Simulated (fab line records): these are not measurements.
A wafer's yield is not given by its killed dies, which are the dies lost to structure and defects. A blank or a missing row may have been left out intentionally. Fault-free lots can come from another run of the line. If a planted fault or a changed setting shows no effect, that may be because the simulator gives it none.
fab line records / flow n5Finfet / part 2 of 2: steps 15 to 26 of 26
record: lots: 5 wafers: 15 lastDay: 18
route steps=1938 shown FIN_SAQP@134 FIN_CUT@154
lots that met no fault: from a run of the same line without faults
startH: the number of hours between the record's first day and the start of the first shown wafer of the lot / waitH: hours since the lot's step before / " unchanged from the row above / L1.1+2: a single row standing in for several wafers / - no value, or no start given / * or withheld: withheld / < > ~ a bound
route shown NAME@n: names a module that has steps shown in the file, with the first one's number in the route / usual: the fault-free wafers' mean and standard deviation / same: alike in all rows / chamber/n: place in a boat / sites: the reading at each site / _std_site: standard deviation of those values / _edge_site: mean of outer sites minus mean of inner sites / radiusMm: for every site, how far away it sits from the centre of the wafer / mask NAME#n: copy n / behind: the last tool/chamber to shape the wafer / hold: reason for holding the lot/hours on hold/outcome of the hold / device: the n, p or np transistor that did not switch / end of line: tests run on the same wafers once the route is complete / for a step that has no rows: nothing shown but its recipe / killed: dies that structure and defects cost at the first sort, which is not the same as the wafer's yield / map: the dies of a wafer, with x for killed, . for not killed, _ for no die there
set.NAME: the setting the step ran with; set.NAME@STEP: the setting that earlier step ran with / model.NAME: the simulator's own value behind a step, which no gauge read
lots at selected steps of the route; one table per step, one row per wafer
services: a tool's chamber out of use, with start hour (startH, from the record's first day; less than 0 if before it), hours out, and reason
== steps ==
step: N5_FIN_SAQP_CD_MEAS_37
recipe: targetCdNm: 8 polarity: line
usual: cdNm: 8.16/0.26
lot.wafer=L082.3 tool=cdSem-03 chamber=- startH=74.88 waitH=0.1 cdNm=8.33
lot.wafer=L082.4 tool=cdSem-03 chamber=- startH=74.88 waitH=0.1 cdNm=8.30
lot.wafer=L082.6 tool=cdSem-03 chamber=- startH=74.88 waitH=0.1 cdNm=7.82
lot.wafer=L084.2 tool=cdSem-01 chamber=- startH=88.25 waitH=0.1 cdNm=8.55
lot.wafer=L084.3 tool=cdSem-01 chamber=- startH=88.25 waitH=0.1 cdNm=8.47
lot.wafer=L084.4 tool=cdSem-01 chamber=- startH=88.25 waitH=0.1 cdNm=7.82
lot.wafer=L089.3 tool=cdSem-01 chamber=- startH=119.82 waitH=0.1 cdNm=8.33
lot.wafer=L089.4 tool=cdSem-01 chamber=- startH=119.82 waitH=0.1 cdNm=8.28
lot.wafer=L089.6 tool=cdSem-01 chamber=- startH=119.82 waitH=0.1 cdNm=8.51
lot.wafer=L094.1 tool=cdSem-03 chamber=- startH=148.48 waitH=0.1 cdNm=8.14
lot.wafer=L094.3 tool=cdSem-03 chamber=- startH=148.48 waitH=0.1 cdNm=7.74
lot.wafer=L094.6 tool=cdSem-03 chamber=- startH=148.48 waitH=0.1 cdNm=8.38
lot.wafer=L096.1 tool=cdSem-03 chamber=- startH=159.73 waitH=0.1 cdNm=8.16
lot.wafer=L096.4 tool=cdSem-03 chamber=- startH=159.73 waitH=0.1 cdNm=8.15
lot.wafer=L096.5 tool=cdSem-03 chamber=- startH=159.73 waitH=0.1 cdNm=8.28
step: N5_FIN_SAQP_PRECLEAN_38
recipe: chemistry: O3/DIW timeS: 45 tempC: 22 o3Ppm: 10
usual: tempC: 21.99/0.11
same: timeS: 45
lot.wafer=L082.3 tool=wetBench-05 chamber=7 startH=74.92 waitH=0.0 tempC=22.08
lot.wafer=L082.4 tool=wetBench-05 chamber=0 startH=74.92 waitH=0.0 tempC=22.05
lot.wafer=L082.6 tool=wetBench-05 chamber=3 startH=74.92 waitH=0.0 tempC=22.11
lot.wafer=L084.2 tool=wetBench-05 chamber=1 startH=88.29 waitH=0.0 tempC=21.97
lot.wafer=L084.3 tool=wetBench-05 chamber=3 startH=88.29 waitH=0.0 tempC=21.70
lot.wafer=L084.4 tool=wetBench-05 chamber=5 startH=88.29 waitH=0.0 tempC=22.04
lot.wafer=L089.3 tool=wetBench-02 chamber=4 startH=119.86 waitH=0.0 tempC=21.85
lot.wafer=L089.4 tool=wetBench-02 chamber=3 startH=119.86 waitH=0.0 tempC=21.89
lot.wafer=L089.6 tool=wetBench-02 chamber=2 startH=119.86 waitH=0.0 tempC=22.11
lot.wafer=L094.1 tool=wetBench-05 chamber=6 startH=148.52 waitH=0.0 tempC=22.02
lot.wafer=L094.3 tool=wetBench-05 chamber=3 startH=148.52 waitH=0.0 tempC=22.03
lot.wafer=L094.6 tool=wetBench-05 chamber=2 startH=148.52 waitH=0.0 tempC=21.93
lot.wafer=L096.1 tool=wetBench-02 chamber=7 startH=159.77 waitH=0.0 tempC=22.24
lot.wafer=L096.4 tool=wetBench-02 chamber=0 startH=159.77 waitH=0.0 tempC=22.00
lot.wafer=L096.5 tool=wetBench-02 chamber=1 startH=159.77 waitH=0.0 tempC=21.90
step: N5_FIN_SAQP_PRECLEAN_45
recipe: chemistry: dHF timeS: 10 dilution: 500:1 tempC: 25
usual: tempC: 25.00/0.11
same: timeS: 10
lot.wafer=L082.3 tool=wetBench-05 chamber=7 startH=74.94 waitH=0.0 tempC=25.30
lot.wafer=L082.4 tool=wetBench-05 chamber=0 startH=74.94 waitH=0.0 tempC=24.83
lot.wafer=L082.6 tool=wetBench-05 chamber=3 startH=74.94 waitH=0.0 tempC=24.89
lot.wafer=L084.2 tool=wetBench-05 chamber=1 startH=88.30 waitH=0.0 tempC=24.88
lot.wafer=L084.3 tool=wetBench-05 chamber=3 startH=88.30 waitH=0.0 tempC=25.00
lot.wafer=L084.4 tool=wetBench-05 chamber=5 startH=88.30 waitH=0.0 tempC=25.02
lot.wafer=L089.3 tool=wetBench-02 chamber=4 startH=119.87 waitH=0.0 tempC=25.18
lot.wafer=L089.4 tool=wetBench-02 chamber=3 startH=119.87 waitH=0.0 tempC=24.99
lot.wafer=L089.6 tool=wetBench-02 chamber=2 startH=119.87 waitH=0.0 tempC=24.85
lot.wafer=L094.1 tool=wetBench-05 chamber=6 startH=148.53 waitH=0.0 tempC=24.98
lot.wafer=L094.3 tool=wetBench-05 chamber=3 startH=148.53 waitH=0.0 tempC=25.19
lot.wafer=L094.6 tool=wetBench-05 chamber=2 startH=148.53 waitH=0.0 tempC=25.02
lot.wafer=L096.1 tool=wetBench-02 chamber=7 startH=159.79 waitH=0.0 tempC=25.04
lot.wafer=L096.4 tool=wetBench-02 chamber=0 startH=159.79 waitH=0.0 tempC=24.96
lot.wafer=L096.5 tool=wetBench-02 chamber=1 startH=159.79 waitH=0.0 tempC=25.05
step: N5_FIN_SAQP_SRD_39
recipe: dry: ipaMarangoni timeS: 30 tempC: 23 rinseLiquid: diw
usual: tempC: 23.01/0.11
same: timeS: 30
lot.wafer=L082.3 tool=wetBench-05 chamber=7 startH=74.94 waitH=0.0 tempC=22.95
lot.wafer=L082.4 tool=wetBench-05 chamber=0 startH=74.94 waitH=0.0 tempC=23.14
lot.wafer=L082.6 tool=wetBench-05 chamber=3 startH=74.94 waitH=0.0 tempC=23.20
lot.wafer=L084.2 tool=wetBench-05 chamber=1 startH=88.31 waitH=0.0 tempC=22.95
lot.wafer=L084.3 tool=wetBench-05 chamber=3 startH=88.31 waitH=0.0 tempC=22.93
lot.wafer=L084.4 tool=wetBench-05 chamber=5 startH=88.31 waitH=0.0 tempC=22.83
lot.wafer=L089.3 tool=wetBench-02 chamber=4 startH=119.87 waitH=0.0 tempC=23.08
lot.wafer=L089.4 tool=wetBench-02 chamber=3 startH=119.87 waitH=0.0 tempC=23.14
lot.wafer=L089.6 tool=wetBench-02 chamber=2 startH=119.87 waitH=0.0 tempC=23.02
lot.wafer=L094.1 tool=wetBench-05 chamber=6 startH=148.54 waitH=0.0 tempC=22.78
lot.wafer=L094.3 tool=wetBench-05 chamber=3 startH=148.54 waitH=0.0 tempC=22.91
lot.wafer=L094.6 tool=wetBench-05 chamber=2 startH=148.54 waitH=0.0 tempC=23.07
lot.wafer=L096.1 tool=wetBench-02 chamber=7 startH=159.79 waitH=0.0 tempC=23.03
lot.wafer=L096.4 tool=wetBench-02 chamber=0 startH=159.79 waitH=0.0 tempC=23.02
lot.wafer=L096.5 tool=wetBench-02 chamber=1 startH=159.79 waitH=0.0 tempC=22.93
step: N5_FIN_SAQP_OCD_MEAS_76
usual: trenchDepthNm: 120.3/2.3
lot.wafer=L082.3 tool=ocd-02 chamber=- startH=74.98 waitH=0.0 trenchDepthNm=125.0
lot.wafer=L082.4 tool=ocd-02 chamber=- startH=74.98 waitH=0.0 trenchDepthNm=117.2
lot.wafer=L082.6 tool=ocd-02 chamber=- startH=74.98 waitH=0.0 trenchDepthNm=125.9
lot.wafer=L084.2 tool=ocd-01 chamber=- startH=88.35 waitH=0.0 trenchDepthNm=118.0
lot.wafer=L084.3 tool=ocd-01 chamber=- startH=88.35 waitH=0.0 trenchDepthNm=120.1
lot.wafer=L084.4 tool=ocd-01 chamber=- startH=88.35 waitH=0.0 trenchDepthNm=118.3
lot.wafer=L089.3 tool=ocd-02 chamber=- startH=119.92 waitH=0.0 trenchDepthNm=117.6
lot.wafer=L089.4 tool=ocd-02 chamber=- startH=119.92 waitH=0.0 trenchDepthNm=120.7
lot.wafer=L089.6 tool=ocd-02 chamber=- startH=119.92 waitH=0.0 trenchDepthNm=119.1
lot.wafer=L094.1 tool=ocd-01 chamber=- startH=148.58 waitH=0.0 trenchDepthNm=119.0
lot.wafer=L094.3 tool=ocd-01 chamber=- startH=148.58 waitH=0.0 trenchDepthNm=118.5
lot.wafer=L094.6 tool=ocd-01 chamber=- startH=148.58 waitH=0.0 trenchDepthNm=121.5
lot.wafer=L096.1 tool=ocd-01 chamber=- startH=159.83 waitH=0.0 trenchDepthNm=121.8
lot.wafer=L096.4 tool=ocd-01 chamber=- startH=159.83 waitH=0.0 trenchDepthNm=118.6
lot.wafer=L096.5 tool=ocd-01 chamber=- startH=159.83 waitH=0.0 trenchDepthNm=121.5
step: N5_FIN_SAQP_INSPECT_40
recipe: inspectInstrument: brightfield mode: aei
usual: rawDefectCount: 215/62
lot.wafer=L082.3 tool=defectInspect-02 chamber=- startH=75.01 waitH=0.0 rawDefectCount=157
lot.wafer=L082.4 tool=defectInspect-02 chamber=- startH=75.01 waitH=0.0 rawDefectCount=182
lot.wafer=L082.6 tool=defectInspect-02 chamber=- startH=75.01 waitH=0.0 rawDefectCount=229
lot.wafer=L084.2 tool=defectInspect-01 chamber=- startH=88.38 waitH=0.0 rawDefectCount=171
lot.wafer=L084.3 tool=defectInspect-01 chamber=- startH=88.38 waitH=0.0 rawDefectCount=145
lot.wafer=L084.4 tool=defectInspect-01 chamber=- startH=88.38 waitH=0.0 rawDefectCount=173
lot.wafer=L089.3 tool=defectInspect-01 chamber=- startH=119.95 waitH=0.0 rawDefectCount=167
lot.wafer=L089.4 tool=defectInspect-01 chamber=- startH=119.95 waitH=0.0 rawDefectCount=209
lot.wafer=L089.6 tool=defectInspect-01 chamber=- startH=119.95 waitH=0.0 rawDefectCount=191
lot.wafer=L094.1 tool=defectInspect-02 chamber=- startH=148.61 waitH=0.0 rawDefectCount=247
lot.wafer=L094.3 tool=defectInspect-02 chamber=- startH=148.61 waitH=0.0 rawDefectCount=314
lot.wafer=L094.6 tool=defectInspect-02 chamber=- startH=148.61 waitH=0.0 rawDefectCount=286
lot.wafer=L096.1 tool=defectInspect-01 chamber=- startH=159.86 waitH=0.0 rawDefectCount=331
lot.wafer=L096.4 tool=defectInspect-01 chamber=- startH=159.86 waitH=0.0 rawDefectCount=261
lot.wafer=L096.5 tool=defectInspect-01 chamber=- startH=159.86 waitH=0.0 rawDefectCount=210
step: N5_FIN_CUT_COAT_18
recipe: resist: SOC tempC: 250 timeS: 60 spinRpm: 1500 resistThkNm: 230
usual: spinSpeedRpm: 1499.7/0.89
same: timeS: 60
lot.wafer=L082.3 tool=lithoTrack-01 chamber=0 startH=75.05 waitH=0.0 spinSpeedRpm=1498.9
lot.wafer=L082.4 tool=lithoTrack-01 chamber=0 startH=75.05 waitH=0.0 spinSpeedRpm=1500.8
lot.wafer=L082.6 tool=lithoTrack-01 chamber=0 startH=75.05 waitH=0.0 spinSpeedRpm=1500.2
lot.wafer=L084.2 tool=lithoTrack-03 chamber=0 startH=88.41 waitH=0.0 spinSpeedRpm=1499.4
lot.wafer=L084.3 tool=lithoTrack-03 chamber=0 startH=88.41 waitH=0.0 spinSpeedRpm=1500.6
lot.wafer=L084.4 tool=lithoTrack-03 chamber=0 startH=88.41 waitH=0.0 spinSpeedRpm=1499.4
lot.wafer=L089.3 tool=lithoTrack-05 chamber=0 startH=119.98 waitH=0.0 spinSpeedRpm=1499.8
lot.wafer=L089.4 tool=lithoTrack-05 chamber=0 startH=119.98 waitH=0.0 spinSpeedRpm=1500.0
lot.wafer=L089.6 tool=lithoTrack-05 chamber=0 startH=119.98 waitH=0.0 spinSpeedRpm=1499.7
lot.wafer=L094.1 tool=lithoTrack-05 chamber=0 startH=148.64 waitH=0.0 spinSpeedRpm=1499.5
lot.wafer=L094.3 tool=lithoTrack-05 chamber=0 startH=148.64 waitH=0.0 spinSpeedRpm=1499.0
lot.wafer=L094.6 tool=lithoTrack-05 chamber=0 startH=148.64 waitH=0.0 spinSpeedRpm=1498.9
lot.wafer=L096.1 tool=lithoTrack-03 chamber=0 startH=159.89 waitH=0.0 spinSpeedRpm=1498.8
lot.wafer=L096.4 tool=lithoTrack-03 chamber=0 startH=159.89 waitH=0.0 spinSpeedRpm=1499.0
lot.wafer=L096.5 tool=lithoTrack-03 chamber=0 startH=159.89 waitH=0.0 spinSpeedRpm=1499.6
step: N5_FIN_CUT_COAT_19
recipe: resist: SiARC tempC: 220 timeS: 60 spinRpm: 1500 resistThkNm: 20
usual: spinSpeedRpm: 1500.2/1
same: timeS: 60
lot.wafer=L082.3 tool=lithoTrack-01 chamber=0 startH=- waitH=- spinSpeedRpm=1499.8
lot.wafer=L082.4 tool=lithoTrack-01 chamber=0 startH=- waitH=- spinSpeedRpm=1501.6
lot.wafer=L082.6 tool=lithoTrack-01 chamber=0 startH=- waitH=- spinSpeedRpm=1499.9
lot.wafer=L084.2 tool=lithoTrack-03 chamber=0 startH=- waitH=- spinSpeedRpm=1501.1
lot.wafer=L084.3 tool=lithoTrack-03 chamber=0 startH=- waitH=- spinSpeedRpm=1502.1
lot.wafer=L084.4 tool=lithoTrack-03 chamber=0 startH=- waitH=- spinSpeedRpm=1500.4
lot.wafer=L089.3 tool=lithoTrack-05 chamber=0 startH=- waitH=- spinSpeedRpm=1499.9
lot.wafer=L089.4 tool=lithoTrack-05 chamber=0 startH=- waitH=- spinSpeedRpm=1499.5
lot.wafer=L089.6 tool=lithoTrack-05 chamber=0 startH=- waitH=- spinSpeedRpm=1500.0
lot.wafer=L094.1 tool=lithoTrack-05 chamber=0 startH=- waitH=- spinSpeedRpm=1500.8
lot.wafer=L094.3 tool=lithoTrack-05 chamber=0 startH=- waitH=- spinSpeedRpm=1500.6
lot.wafer=L094.6 tool=lithoTrack-05 chamber=0 startH=- waitH=- spinSpeedRpm=1499.6
lot.wafer=L096.1 tool=lithoTrack-03 chamber=0 startH=- waitH=- spinSpeedRpm=1500.4
lot.wafer=L096.4 tool=lithoTrack-03 chamber=0 startH=- waitH=- spinSpeedRpm=1500.3
lot.wafer=L096.5 tool=lithoTrack-03 chamber=0 startH=- waitH=- spinSpeedRpm=1499.7
step: N5_FIN_CUT_COAT_29
recipe: resist: underlayer tempC: 205 timeS: 60 spinRpm: 1500 resistThkNm: 10
usual: spinSpeedRpm: 1500.0/0.92
same: timeS: 60
lot.wafer=L082.3 tool=lithoTrack-01 chamber=0 startH=- waitH=- spinSpeedRpm=1500.6
lot.wafer=L082.4 tool=lithoTrack-01 chamber=0 startH=- waitH=- spinSpeedRpm=1500.0
lot.wafer=L082.6 tool=lithoTrack-01 chamber=0 startH=- waitH=- spinSpeedRpm=1499.6
lot.wafer=L084.2 tool=lithoTrack-03 chamber=0 startH=- waitH=- spinSpeedRpm=1499.7
lot.wafer=L084.3 tool=lithoTrack-03 chamber=0 startH=- waitH=- spinSpeedRpm=1500.1
lot.wafer=L084.4 tool=lithoTrack-03 chamber=0 startH=- waitH=- spinSpeedRpm=1499.5
lot.wafer=L089.3 tool=lithoTrack-05 chamber=0 startH=- waitH=- spinSpeedRpm=1499.2
lot.wafer=L089.4 tool=lithoTrack-05 chamber=0 startH=- waitH=- spinSpeedRpm=1500.7
lot.wafer=L089.6 tool=lithoTrack-05 chamber=0 startH=- waitH=- spinSpeedRpm=1501.2
lot.wafer=L094.1 tool=lithoTrack-05 chamber=0 startH=- waitH=- spinSpeedRpm=1500.2
lot.wafer=L094.3 tool=lithoTrack-05 chamber=0 startH=- waitH=- spinSpeedRpm=1499.6
lot.wafer=L094.6 tool=lithoTrack-05 chamber=0 startH=- waitH=- spinSpeedRpm=1500.0
lot.wafer=L096.1 tool=lithoTrack-03 chamber=0 startH=- waitH=- spinSpeedRpm=1499.5
lot.wafer=L096.4 tool=lithoTrack-03 chamber=0 startH=- waitH=- spinSpeedRpm=1500.0
lot.wafer=L096.5 tool=lithoTrack-03 chamber=0 startH=- waitH=- spinSpeedRpm=1497.9
step: N5_FIN_CUT_COAT_02
recipe: resist: CAR-EUV spinRpm: 1500 resistThkNm: 30
usual: spinSpeedRpm: 1500.0/0.95
lot.wafer=L082.3 tool=lithoTrack-01 chamber=0 startH=- waitH=- spinSpeedRpm=1499.5
lot.wafer=L082.4 tool=lithoTrack-01 chamber=0 startH=- waitH=- spinSpeedRpm=1501.1
lot.wafer=L082.6 tool=lithoTrack-01 chamber=0 startH=- waitH=- spinSpeedRpm=1501.2
lot.wafer=L084.2 tool=lithoTrack-03 chamber=0 startH=- waitH=- spinSpeedRpm=1500.4
lot.wafer=L084.3 tool=lithoTrack-03 chamber=0 startH=- waitH=- spinSpeedRpm=1499.3
lot.wafer=L084.4 tool=lithoTrack-03 chamber=0 startH=- waitH=- spinSpeedRpm=1499.3
lot.wafer=L089.3 tool=lithoTrack-05 chamber=0 startH=- waitH=- spinSpeedRpm=1498.3
lot.wafer=L089.4 tool=lithoTrack-05 chamber=0 startH=- waitH=- spinSpeedRpm=1498.7
lot.wafer=L089.6 tool=lithoTrack-05 chamber=0 startH=- waitH=- spinSpeedRpm=1500.6
lot.wafer=L094.1 tool=lithoTrack-05 chamber=0 startH=- waitH=- spinSpeedRpm=1501.1
lot.wafer=L094.3 tool=lithoTrack-05 chamber=0 startH=- waitH=- spinSpeedRpm=1501.7
lot.wafer=L094.6 tool=lithoTrack-05 chamber=0 startH=- waitH=- spinSpeedRpm=1499.8
lot.wafer=L096.1 tool=lithoTrack-03 chamber=0 startH=- waitH=- spinSpeedRpm=1499.3
lot.wafer=L096.4 tool=lithoTrack-03 chamber=0 startH=- waitH=- spinSpeedRpm=1500.5
lot.wafer=L096.5 tool=lithoTrack-03 chamber=0 startH=- waitH=- spinSpeedRpm=1500.7
step: N5_FIN_CUT_EBR_04
recipe: solvent: PGMEA ebrWidthMm: 1.5
lot.wafer=L082.3+4+6 tool=lithoTrack-01 chamber=0 startH=- waitH=-
lot.wafer=L084.2+3+4 tool=lithoTrack-03 chamber=0 startH=- waitH=-
lot.wafer=L089.3+4+6 tool=lithoTrack-05 chamber=0 startH=- waitH=-
lot.wafer=L094.1+3+6 tool=lithoTrack-05 chamber=0 startH=- waitH=-
lot.wafer=L096.1+4+5 tool=lithoTrack-03 chamber=0 startH=- waitH=-
step: N5_FIN_CUT_SOFTBAKE_03
recipe: tempC: 110 timeS: 60 resist: CAR-EUV
same: timeS: 60
lot.wafer=L082.3+4+6 tool=lithoTrack-01 chamber=0 startH=- waitH=-
lot.wafer=L084.2+3+4 tool=lithoTrack-03 chamber=0 startH=- waitH=-
lot.wafer=L089.3+4+6 tool=lithoTrack-05 chamber=0 startH=- waitH=-
lot.wafer=L094.1+3+6 tool=lithoTrack-05 chamber=0 startH=- waitH=-
lot.wafer=L096.1+4+5 tool=lithoTrack-03 chamber=0 startH=- waitH=-
== services ==
tool=lithoTrack-03 chamber=- startH=52.19 hours=- kind=consumableReplace:filter
tool=wetBench-02 chamber=- startH=52.67 hours=4.6 kind=repair
tool=rieSi-06 chamber=0 startH=81.36 hours=1.9 kind=repair
tool=aldSin-04 chamber=- startH=85.71 hours=14.0 kind=pm
tool=rieDiel-02 chamber=- startH=96.68 hours=28.1 kind=pm
tool=rieDiel-01 chamber=- startH=105.62 hours=2.8 kind=pm
tool=wetBench-05 chamber=- startH=106.12 hours=1.9 kind=pm
tool=aldSin-01 chamber=- startH=114.67 hours=2.8 kind=pm
tool=rieDiel-06 chamber=3 startH=116.09 hours=- kind=clean
tool=rieDiel-01 chamber=3 startH=118.77 hours=- kind=clean
tool=rieDiel-01 chamber=3 startH=118.77 hours=- kind=consumableReplace:focusRing
tool=rieDiel-01 chamber=3 startH=118.77 hours=22.9 kind=scheduledDown
tool=rieDiel-01 chamber=3 startH=118.77 hours=22.9 kind=ventCycle
tool=vaporEtch-02 chamber=- startH=122.94 hours=15.6 kind=pm
tool=aldSin-04 chamber=0 startH=125.72 hours=10.5 kind=repair
tool=rieDiel-02 chamber=3 startH=126.12 hours=3.5 kind=repair
tool=vaporEtch-01 chamber=- startH=131.62 hours=0.8 kind=repair
tool=rieDiel-01 chamber=1 startH=141.67 hours=- kind=clean
tool=rieDiel-01 chamber=1 startH=141.67 hours=- kind=consumableReplace:focusRing
tool=rieDiel-01 chamber=1 startH=141.67 hours=20.2 kind=scheduledDown
tool=rieDiel-01 chamber=1 startH=141.67 hours=20.2 kind=ventCycle
tool=vaporEtch-02 chamber=1 startH=142.89 hours=8.8 kind=repair
tool=rieDiel-02 chamber=3 startH=143.67 hours=19.0 kind=repair
tool=aldSin-01 chamber=- startH=157.02 hours=14.6 kind=pm
